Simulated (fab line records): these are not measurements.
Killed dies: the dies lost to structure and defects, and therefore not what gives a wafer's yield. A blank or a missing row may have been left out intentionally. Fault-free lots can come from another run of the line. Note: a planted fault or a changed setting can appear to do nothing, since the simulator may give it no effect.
Lot-split experiment    flow n5Finfet    on a route of 1938 steps: 7 lots, 21 wafers read

THE SPLIT ITSELF
At N5_BEOL_M7_EXPOSE_25 (exposes mask V6, target cd 40 nm), the setting doseMj was moved away from the recipe's 42.5 on 8 of the 21 wafers read, by -5.4% to +7.0%. For the rest of the wafers, this setting stayed at what the recipe calls for.

FROM THE SPLIT TO THE READING: what the file shows between them, 2 steps
- N5_BEOL_M7_PEB_26: peb time 60 s
- N5_BEOL_M7_DEVELOP_27: develop time 30 s

THE READING
cdNm at N5_BEOL_M7_CD_MEAS_28, given in nm (cd target 40 nm). Fault-free wafers of this fab line usually give 40.04 nm, standard deviation 0.23 nm.

wafer   tool, chamber at the split  doseMj as run  against the recipe  cdNm, nm  against lot-mates on the recipe
L080.1  euvScanner-01, 0            42.5           recipe              39.89     -
L080.4  euvScanner-01, 0            42.5           recipe              40.00     -
L080.5  euvScanner-01, 0            42.5           recipe              40.14     -
L083.2  euvScanner-02, 0            42.5           recipe              40.06     -
L083.3  euvScanner-02, 0            42.5           recipe              40.20     -
L083.4  euvScanner-02, 0            42.5           recipe              40.04     -
L084.3  euvScanner-02, 0            42.5           recipe              40.21     -
L084.4  euvScanner-02, 0            43.47          +2.3%               40.65     +0.44
L084.6  euvScanner-02, 0            43.47          +2.3%               40.14     -0.07
L085.3  euvScanner-02, 0            45.46          +7.0%               41.93     +1.84
L085.4  euvScanner-02, 0            42.5           recipe              40.17     -
L085.6  euvScanner-02, 0            42.5           recipe              40.02     -
L076.1  euvScanner-01, 0            42.5           recipe              39.60     -
L076.2  euvScanner-01, 0            42.5           recipe              39.53     -
L076.3  euvScanner-01, 0            44.29          +4.2%               40.83     +1.27
L090.1  euvScanner-01, 0            40.21          -5.4%               38.85     -1.10
L090.3  euvScanner-01, 0            42.5           recipe              39.95     -
L090.4  euvScanner-01, 0            40.21          -5.4%               38.77     -1.18
L093.1  euvScanner-01, 0            40.57          -4.5%               39.01     -1.08
L093.3  euvScanner-01, 0            42.5           recipe              40.09     -
L093.5  euvScanner-01, 0            40.57          -4.5%               38.69     -1.40

THE FIT
A straight line over all 21 wafers: cdNm changes by +0.238 nm for each +1% of doseMj; r = +0.96; the points scatter about the line by 0.22 nm.
The same after taking each lot's own level away (the mean of its wafers on the recipe; 21 wafers): +0.241 nm for each +1%; r = +0.97; scatter 0.19 nm.
According to that fit, moving doseMj by its largest amount changes the reading by 1.7 nm.
The lots' own levels span 39.565 to 40.210 nm, that is 2.8 times the standard deviation above.
So the lot-to-lot level changes the slope little: the two slopes agree.
Check: for one of the wafers moved furthest among these (+7.0%), held out of the fit, the line's prediction against its lot-mates is +1.58 nm. Against them it came out at +1.84 nm.

THE OTHER SPLITS THESE WAFERS WENT THROUGH
These wafers also went through other splits before the reading. Each is held against what the fit with the lots' levels taken away leaves over:
other split on the same wafers   wafers away from the commonest value  r with cdNm (lot level and that fit taken away)
N5_BEOL_M5_COAT_66 spinRpm       9                                     -0.12
N5_BEOL_M5_VIA_ETCH_34 sourceW   5                                     -0.17
N5_BEOL_M5_TRENCH_ETCH_37 biasW  7                                     -0.02
N5_BEOL_M7_ILD_DEP_00 timeS      8                                     +0.48
N5_BEOL_M7_HM_DEP_02 targetThkA  8                                     +0.01

THE WHOLE CHAIN: every reading that the file lists as answering this split, in the file's order
step                    what it does                                                         reading                                                        change (the file's fit)                r (the file's)
N5_BEOL_M7_CD_MEAS_28   target cd 40 nm                                                      cdNm                                                           +0.25 nm for each +1% of the setting   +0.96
N5_BEOL_M7_DESCUM_33    chemistry O2, time 7 s                                               BEOL_M7.cdNm (the simulator's own value, which no gauge read)  +0.23 nm for each +1% of the setting   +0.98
N5_BEOL_M7_ETCH_65      etches SiARC in CF4, target depth 15.6 nm, time 26 s                 BEOL_M7.cdNm (the simulator's own value, which no gauge read)  +0.218 nm for each +1% of the setting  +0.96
N5_BEOL_M7_ETCH_66      etches SOC in N2/H2, target depth 80 nm, overetch 16 nm, time 120 s  BEOL_M7.cdNm (the simulator's own value, which no gauge read)  +0.213 nm for each +1% of the setting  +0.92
N5_BEOL_M7_VIA_ETCH_34  etches SiCOH lowk in C4F6/O2, target depth 125.5 nm, time 50.5 s     BEOL_M7.cdNm (the simulator's own value, which no gauge read)  +0.19 nm for each +1% of the setting   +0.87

THE FILE'S OWN FIT
cdNm changes by +0.25 nm for each +1% of doseMj, r = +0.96.
